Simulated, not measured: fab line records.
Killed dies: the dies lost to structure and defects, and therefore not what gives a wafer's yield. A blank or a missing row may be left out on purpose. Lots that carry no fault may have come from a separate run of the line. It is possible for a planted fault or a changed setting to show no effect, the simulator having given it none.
The tool behind it: which one? -- flow nandHarc -- 24 lots, 72 wafers sampled, at 6 steps of a route of 1302

WHAT EACH GAUGE READ, for each wafer
The record lacks any reading of a measuring or inspecting step that a usual standard deviation could be used to judge.

WHICH TOOL RAN EACH LOT (tool, then ch and the chambers of the sampled wafers, then the start)
lot,NHARC_A_STAIRCASE_ETCH_225,NHARC_A_STAIRCASE_DEP_259,NHARC_A_STAIRCASE_STRIP_274,NHARC_A_STAIRCASE_ETCH_452,NHARC_A_STAIRCASE_ALD_420,NHARC_A_STAIRCASE_DEP_151
L074,"rieDiel-12 ch 1,2, day 16 01:10 or earlier","pecvd-02 ch 1,2, day 16 01:10","rieDiel-13 ch 0,1,3, day 17 04:32 or earlier","rieDiel-09 ch 0,1, day 17 04:32 or earlier","aldHk-02 ch 0,2, day 17 04:32","pecvd-03 ch 0,1,2, day 17 12:44"
L075,"rieDiel-09 ch 0,1,2, day 16 15:41 or earlier","pecvd-01 ch 0,1, day 16 15:41","rieDiel-12 ch 1,2,3, day 17 13:58 or earlier","rieDiel-12 ch 0,1,3, day 17 13:58 or earlier","aldHk-02 ch 0,1,3, day 17 13:58","pecvd-01 ch 0,1, day 17 22:07"
L077,"rieDiel-09 ch 0,3, day 17 07:26 or earlier","pecvd-01 ch 1,2, day 17 07:26","rieDiel-13 ch 0,1,3, day 18 06:44 or earlier","rieDiel-13 ch 0,1,3, day 18 06:44 or earlier","aldHk-04 ch 1,3, day 18 06:44","pecvd-01 ch 0,1,2, day 18 14:58"
L078,"rieDiel-13 ch 0,1,3, day 17 07:27 or earlier","pecvd-02 ch 0,2, day 17 07:27","rieDiel-09 ch 0,2,3, day 18 03:00 or earlier","rieDiel-09 ch 0,3, day 18 03:00 or earlier","aldHk-03 ch 1,3, day 18 03:00","pecvd-01 ch 0,1,2, day 18 11:13"
L076,"rieDiel-09 ch 0,1,2, day 18 07:54 or earlier","pecvd-01 ch 0,1,2, day 18 07:54","rieDiel-12 ch 0,2,3, day 19 06:05 or earlier","rieDiel-13 ch 0,2,3, day 19 06:05 or earlier","aldHk-02 ch 0,1,3, day 19 06:05","pecvd-01 ch 0,1,2, day 19 14:14"
L079,"rieDiel-13 ch 0,1, day 18 11:44 or earlier","pecvd-01 ch 1,2, day 18 11:44","rieDiel-09 ch 0,2,3, day 19 09:37 or earlier","rieDiel-12 ch 2,3, day 19 09:37 or earlier","aldHk-03 ch 0,3, day 19 09:37","pecvd-03 ch 0,2, day 19 17:40"
L080,"rieDiel-13 ch 0,2, day 18 15:53 or earlier","pecvd-03 ch 0,1, day 18 15:53","rieDiel-12 ch 1,2, day 19 16:31 or earlier","rieDiel-09 ch 1,3, day 19 16:31 or earlier","aldHk-02 ch 0,2,3, day 19 16:31","pecvd-02 ch 1,2, day 20 01:06"
L081,"rieDiel-13 ch 1,3, day 19 11:50 or earlier","pecvd-01 ch 0,1, day 19 11:50","rieDiel-13 ch 1,2, day 20 08:27 or earlier","rieDiel-13 ch 0,3, day 20 08:27 or earlier","aldHk-03 ch 1,2, day 20 08:27","pecvd-01 ch 1,2, day 20 16:38"
L082,"rieDiel-09 ch 0,2,3, day 19 13:40 or earlier","pecvd-01 ch 0,1,2, day 19 13:40","rieDiel-13 ch 0,1,3, day 20 12:21 or earlier","rieDiel-13 ch 1,3, day 20 12:21 or earlier","aldHk-04 ch 0,1,2, day 20 12:21","pecvd-03 ch 0,1,2, day 20 20:56"
L083,"rieDiel-13 ch 1,2, day 20 02:41 or earlier","pecvd-03 ch 0,1,2, day 20 02:41","rieDiel-12 ch 0,1,2, day 21 05:26 or earlier","rieDiel-09 ch 1,2,3, day 21 05:26 or earlier","aldHk-02 ch 0,1,3, day 21 05:26","pecvd-02 ch 0,1, day 21 13:23"
L085,"rieDiel-13 ch 0,2,3, day 20 20:40 or earlier","pecvd-01 ch 1,2, day 20 20:40","rieDiel-09 ch 0,2,3, day 21 22:21 or earlier","rieDiel-12 ch 0,1,3, day 21 22:21 or earlier","aldHk-03 ch 0,1, day 21 22:21","pecvd-01 ch 0,1,2, day 22 07:22"
L084,"rieDiel-12 ch 2,3, day 20 21:38 or earlier","pecvd-01 ch 1,2, day 20 21:38","rieDiel-13 ch 1,2,3, day 22 01:20 or earlier","rieDiel-13 ch 0,1,3, day 22 01:20 or earlier","aldHk-03 ch 0,3, day 22 01:20","pecvd-03 ch 0,1, day 22 07:22"
L086,"rieDiel-09 ch 0,2,3, day 21 14:50 or earlier","pecvd-02 ch 0,1, day 21 14:50","rieDiel-13 ch 2,3, day 21 18:02","rieDiel-13 ch 0,2, day 22 13:07 or earlier","aldHk-04 ch 1,2,3, day 22 13:07","pecvd-01 ch 0,2, day 22 23:01"
L087,"rieDiel-13 ch 1,2,3, day 21 23:25 or earlier","pecvd-03 ch 0,2, day 21 23:25","rieDiel-13 ch 0,2,3, day 22 20:26 or earlier","rieDiel-12 ch 0,1,2, day 22 20:26 or earlier","aldHk-04 ch 0,1,2, day 22 20:26","pecvd-03 ch 0,1, day 23 06:08"
L089,"rieDiel-09 ch 1,2,3, day 22 17:39 or earlier","pecvd-03 ch 0,2, day 22 17:39","rieDiel-12 ch 0,2,3, day 23 15:07 or earlier","rieDiel-12 ch 0,1,2, day 23 15:07 or earlier","aldHk-03 ch 1,2,3, day 23 15:07","pecvd-01 ch 0,2, day 23 23:14"
L088,"rieDiel-13 ch 0,1,3, day 22 20:21 or earlier","pecvd-02 ch 0,1,2, day 22 20:21","rieDiel-12 ch 0,1,3, day 23 18:59 or earlier","rieDiel-13 ch 0,2,3, day 23 18:59 or earlier","aldHk-02 ch 0,1,2, day 23 18:59","pecvd-02 ch 0,2, day 24 02:59"
L090,"rieDiel-13 ch 1,2,3, day 23 17:17 or earlier","pecvd-03 ch 0,1,2, day 23 17:17","rieDiel-13 ch 1,2,3, day 24 17:01 or earlier","rieDiel-09 ch 1,2,3, day 24 17:01 or earlier","aldHk-04 ch 0,3, day 24 17:01","pecvd-03 ch 0,1,2, day 25 01:14"
L091,"rieDiel-12 ch 0,2,3, day 23 15:56 or earlier","pecvd-01 ch 0,1,2, day 23 15:56","rieDiel-09 ch 0,2,3, day 24 16:51 or earlier","rieDiel-13 ch 0,1,2, day 24 16:51 or earlier","aldHk-02 ch 1,2,3, day 24 16:51","pecvd-02 ch 0,2, day 25 01:05"
L092,"rieDiel-12 ch 0,1,2, day 24 07:11 or earlier","pecvd-02 ch 1,2, day 24 07:11","rieDiel-09 ch 1,2,3, day 25 05:50 or earlier","rieDiel-09 ch 0,2,3, day 25 05:50 or earlier","aldHk-03 ch 1,2,3, day 25 05:50","pecvd-03 ch 0,2, day 25 14:02"
L095,"rieDiel-12 ch 1,2,3, day 24 20:20 or earlier","pecvd-02 ch 2, day 24 20:20","rieDiel-12 ch 0,2, day 25 19:47 or earlier","rieDiel-13 ch 1,2, day 25 19:47 or earlier","aldHk-03 ch 1,2, day 25 19:47","pecvd-02 ch 0,1,2, day 26 03:40"
L094,"rieDiel-12 ch 1,2, day 25 01:05 or earlier","pecvd-01 ch 0,1,2, day 25 01:05","rieDiel-12 ch 2,3, day 25 19:56 or earlier","rieDiel-12 ch 1,2,3, day 25 19:56 or earlier","aldHk-04 ch 1,2,3, day 25 19:56","pecvd-03 ch 0,1, day 26 03:46"
L093,"rieDiel-12 ch 1,2, day 25 07:58 or earlier","pecvd-01 ch 0,1, day 25 07:58","rieDiel-13 ch 1,2,3, day 26 10:28 or earlier","rieDiel-09 ch 0,1,2, day 26 10:28 or earlier","aldHk-03 ch 1,2, day 26 10:28","pecvd-02 ch 0,1,2, day 26 18:46"
L096,"rieDiel-09 ch 1,2, day 25 11:29 or earlier","pecvd-03 ch 0,2, day 25 11:29","rieDiel-12 ch 0,1,2, day 26 10:28 or earlier","rieDiel-09 ch 1,2,3, day 26 10:28 or earlier","aldHk-02 ch 2,3, day 26 10:28","pecvd-01 ch 0,1, day 26 18:49"
L097,"rieDiel-12 ch 1,2,3, day 25 22:13 or earlier","pecvd-01 ch 0,2, day 25 22:13","rieDiel-13 ch 1,3, day 26 17:14 or earlier","rieDiel-12 ch 1,3, day 26 17:14 or earlier","aldHk-03 ch 1,2, day 26 17:14","pecvd-01 ch 0,2, day 27 02:35"
- NHARC_A_STAIRCASE_ETCH_225: etches the open film in C4F8/O2, target depth 100 nm, time 40.5 s.
- NHARC_A_STAIRCASE_DEP_259: deposits SiON, target thk 30 nm.
- NHARC_A_STAIRCASE_STRIP_274: strips in O2.
- NHARC_A_STAIRCASE_ETCH_452: etches the open film in CF4/O2, target depth 30 nm, overetch 3 nm, time 16.5 s.
- NHARC_A_STAIRCASE_ALD_420: deposits SiO2, target thk 20 nm, pulse time 6 s, ald cycles 200.
- NHARC_A_STAIRCASE_DEP_151: deposits SiO2, target thk 7200 nm.

AS READ BY THE TOOLS THEMSELVES (means over the sampled wafers that have a number; for cases with no such wafer, the mark the record gives instead)
NHARC_A_STAIRCASE_ETCH_225. Usual: biasW 999.8 W, standard deviation 2.8; oesProductAu 0.944 a.u., standard deviation 0.01; rfVppV 895 V, standard deviation 5.4.
lot,tool,biasW (W),oesProductAu (a.u.),rfVppV (V),flag
L074,rieDiel-12,1003.7,0.930,893,
L075,rieDiel-09,996.5,0.930,893,
L077,rieDiel-09,1000.3,0.939,897,
L078,rieDiel-13,1000.4,0.956,895,
L076,rieDiel-09,998.9,0.949,893,
L079,rieDiel-13,998.4,0.950,893,
L080,rieDiel-13,998.8,0.939,890,
L081,rieDiel-13,999.5,0.943,896,
L082,rieDiel-09,1001.4,0.945,897,
L083,rieDiel-13,1000.0,0.944,893,
L085,rieDiel-13,998.8,0.946,893,
L084,rieDiel-12,998.5,0.944,898,
L086,rieDiel-09,1000.9,0.945,897,
L087,rieDiel-13,1000.0,0.952,895,
L089,rieDiel-09,997.1,0.944,901,
L088,rieDiel-13,999.1,0.940,894,
L090,rieDiel-13,1000.7,0.945,895,
L091,rieDiel-12,1001.9,0.945,899,
L092,rieDiel-12,1000.7,0.951,896,
L095,rieDiel-12,999.8,0.946,894,
L094,rieDiel-12,995.6,0.946,891,
L093,rieDiel-12,1000.0,0.947,891,
L096,rieDiel-09,998.3,0.929,903,
L097,rieDiel-12,1001.3,0.939,896,

NHARC_A_STAIRCASE_DEP_259. Usual: heaterPowerW reads 802 W (standard deviation 130).
lot,tool,heaterPowerW (W),flag
L074,pecvd-02,686,
L075,pecvd-01,791,
L077,pecvd-01,891,
L078,pecvd-02,889,
L076,pecvd-01,845,
L079,pecvd-01,890,
L080,pecvd-03,808,
L081,pecvd-01,760,
L082,pecvd-01,846,
L083,pecvd-03,683,
L085,pecvd-01,995,
L084,pecvd-01,905,
L086,pecvd-02,715,
L087,pecvd-03,673,
L089,pecvd-03,673,
L088,pecvd-02,783,
L090,pecvd-03,756,
L091,pecvd-01,797,
L092,pecvd-02,793,
L095,pecvd-02,841,
L094,pecvd-01,816,
L093,pecvd-01,887,
L096,pecvd-03,590,
L097,pecvd-01,872,

NHARC_A_STAIRCASE_STRIP_274. Usual: drypumpMotorCurrentA 5.6 A, standard deviation 0.61; oesProductAu 1.003 a.u., standard deviation 0.0065; rfVppV 57.7 V, standard deviation 0.94; showerheadPlenumPTorr 3.51 Torr, standard deviation 0.16; throttleValvePct 17.037 %, standard deviation 0.0084.
lot,tool,drypumpMotorCurrentA (A),oesProductAu (a.u.),rfVppV (V),showerheadPlenumPTorr (Torr),throttleValvePct (%),flag
L074,rieDiel-13,5.5,1.003,57.3,3.51,17.035,
L075,rieDiel-12,5.8,0.999,57.9,3.53,17.043,
L077,rieDiel-13,5.6,1.010,57.2,3.50,17.039,
L078,rieDiel-09,5.8,1.001,57.9,3.58,17.036,
L076,rieDiel-12,5.9,0.999,58.0,3.45,17.025,
L079,rieDiel-09,5.8,1.002,58.3,3.58,17.034,
L080,rieDiel-12,5.3,0.999,57.3,3.44,17.037,
L081,rieDiel-13,5.6,1.000,56.9,3.41,17.033,
L082,rieDiel-13,5.6,1.002,58.1,3.49,17.025,
L083,rieDiel-12,5.4,1.009,57.2,3.55,17.035,
L085,rieDiel-09,5.8,1.000,57.5,3.57,17.040,
L084,rieDiel-13,5.3,0.999,57.7,3.49,17.041,
L086,rieDiel-13,5.2,1.007,57.6,3.55,17.034,
L087,rieDiel-13,5.7,1.002,57.6,3.44,17.040,
L089,rieDiel-12,5.9,1.009,57.1,3.62,17.047,
L088,rieDiel-12,5.4,1.000,58.3,3.65,17.033,
L090,rieDiel-13,5.3,1.003,57.4,3.48,17.035,
L091,rieDiel-09,5.8,1.004,58.0,3.56,17.042,
L092,rieDiel-09,5.9,0.999,58.3,3.66,17.038,
L095,rieDiel-12,5.5,1.003,58.6,3.64,17.042,
L094,rieDiel-12,6.4,1.002,58.1,3.58,17.038,
L093,rieDiel-13,5.3,1.006,58.3,3.47,17.032,
L096,rieDiel-12,5.4,1.006,58.3,3.53,17.036,
L097,rieDiel-13,5.1,0.998,57.8,3.57,17.025,

NHARC_A_STAIRCASE_ETCH_452. Usual: biasW 99.98 W, standard deviation 0.29; drypumpMotorCurrentA 5.6 A, standard deviation 0.58; oesProductAu 1.001 a.u., standard deviation 0.0076; rfVppV 197.6 V, standard deviation 1.5; showerheadPlenumPTorr 1.33 Torr, standard deviation 0.061; throttleValvePct 13.397 %, standard deviation 0.0092.
lot,tool,biasW (W),drypumpMotorCurrentA (A),oesProductAu (a.u.),rfVppV (V),showerheadPlenumPTorr (Torr),throttleValvePct (%),flag
L074,rieDiel-09,100.16,5.3,1.006,197.2,1.30,13.394,
L075,rieDiel-12,100.09,5.4,1.004,197.7,1.32,13.404,
L077,rieDiel-13,99.86,5.5,1.007,196.9,1.33,13.401,
L078,rieDiel-09,100.08,6.1,1.006,199.0,1.37,13.404,
L076,rieDiel-13,99.88,5.7,1.000,197.0,1.31,13.396,
L079,rieDiel-12,100.09,6.3,0.999,197.7,1.36,13.395,
L080,rieDiel-09,99.95,5.8,1.004,195.9,1.28,13.403,
L081,rieDiel-13,99.92,5.5,1.006,197.7,1.34,13.396,
L082,rieDiel-13,100.13,5.1,1.001,198.1,1.34,13.401,
L083,rieDiel-09,100.15,5.9,1.003,196.7,1.32,13.396,
L085,rieDiel-12,99.96,5.3,1.004,198.5,1.39,13.398,
L084,rieDiel-13,99.75,5.5,0.999,197.8,1.32,13.397,
L086,rieDiel-13,99.82,6.2,1.009,196.1,1.26,13.392,
L087,rieDiel-12,100.15,5.4,0.999,196.6,1.34,13.409,
L089,rieDiel-12,100.24,5.4,0.999,197.9,1.34,13.397,
L088,rieDiel-13,99.60,5.7,0.992,197.4,1.30,13.393,
L090,rieDiel-09,100.07,5.9,1.002,198.2,1.39,13.399,
L091,rieDiel-13,99.96,5.8,0.996,197.3,1.28,13.397,
L092,rieDiel-09,100.18,5.8,0.993,197.4,1.34,13.408,
L095,rieDiel-13,99.92,5.5,1.011,196.4,1.28,13.391,
L094,rieDiel-12,99.92,5.8,1.003,197.8,1.32,13.398,
L093,rieDiel-09,99.95,5.5,1.003,198.5,1.36,13.389,
L096,rieDiel-09,100.00,5.9,1.000,198.8,1.38,13.398,
L097,rieDiel-12,100.21,5.3,0.993,197.3,1.33,13.394,

NHARC_A_STAIRCASE_ALD_420. Usual: heaterPowerW 462 W, standard deviation 49; precursorPulseHeightRel 0.998, standard deviation 0.021.
lot,tool,heaterPowerW (W),precursorPulseHeightRel,flag
L074,aldHk-02,470,1.012,
L075,aldHk-02,472,1.015,
L077,aldHk-04,518,0.988,
L078,aldHk-03,504,0.985,
L076,aldHk-02,469,1.004,
L079,aldHk-03,456,1.020,
L080,aldHk-02,470,0.995,
L081,aldHk-03,425,0.999,
L082,aldHk-04,471,0.986,
L083,aldHk-02,469,1.002,
L085,aldHk-03,420,0.992,
L084,aldHk-03,510,1.007,
L086,aldHk-04,499,1.005,
L087,aldHk-04,476,1.017,
L089,aldHk-03,467,0.992,
L088,aldHk-02,457,1.015,
L090,aldHk-04,413,0.995,
L091,aldHk-02,445,0.980,
L092,aldHk-03,464,0.996,
L095,aldHk-03,403,0.988,
L094,aldHk-04,491,0.992,
L093,aldHk-03,413,0.970,
L096,aldHk-02,452,0.993,
L097,aldHk-03,431,0.987,

NHARC_A_STAIRCASE_DEP_151. Usual: heaterPowerW reads 681 W (standard deviation 130).
lot,tool,heaterPowerW (W),flag
L074,pecvd-03,660,
L075,pecvd-01,721,
L077,pecvd-01,738,
L078,pecvd-01,738,
L076,pecvd-01,794,
L079,pecvd-03,527,
L080,pecvd-02,675,
L081,pecvd-01,803,
L082,pecvd-03,593,
L083,pecvd-02,608,
L085,pecvd-01,714,
L084,pecvd-03,565,
L086,pecvd-01,705,
L087,pecvd-03,612,
L089,pecvd-01,670,
L088,pecvd-02,774,
L090,pecvd-03,568,
L091,pecvd-02,794,
L092,pecvd-03,550,
L095,pecvd-02,625,
L094,pecvd-03,648,
L093,pecvd-02,675,
L096,pecvd-01,713,
L097,pecvd-01,726,

THE ANSWER, worked out from the rows above alone
Rule: take the mean of a lot's wafers that have a number; if it is more than 3 standard deviations from the usual mean, the lot is off. A lot without any number at a reading at which 4 lots or more have one is off too. Any other lot the step has rows for is counted as sound. Order of review: gauges by route order, followed by the tools' own readings, for which a lot's mean as printed above is used. At the first step where some lot is off, the reading lying furthest off is the one used; lots without a number count as furthest.
None of the lots is off at any reading shown; this tells nothing.

WHAT WAS PUT IN BY THE SIMULATOR
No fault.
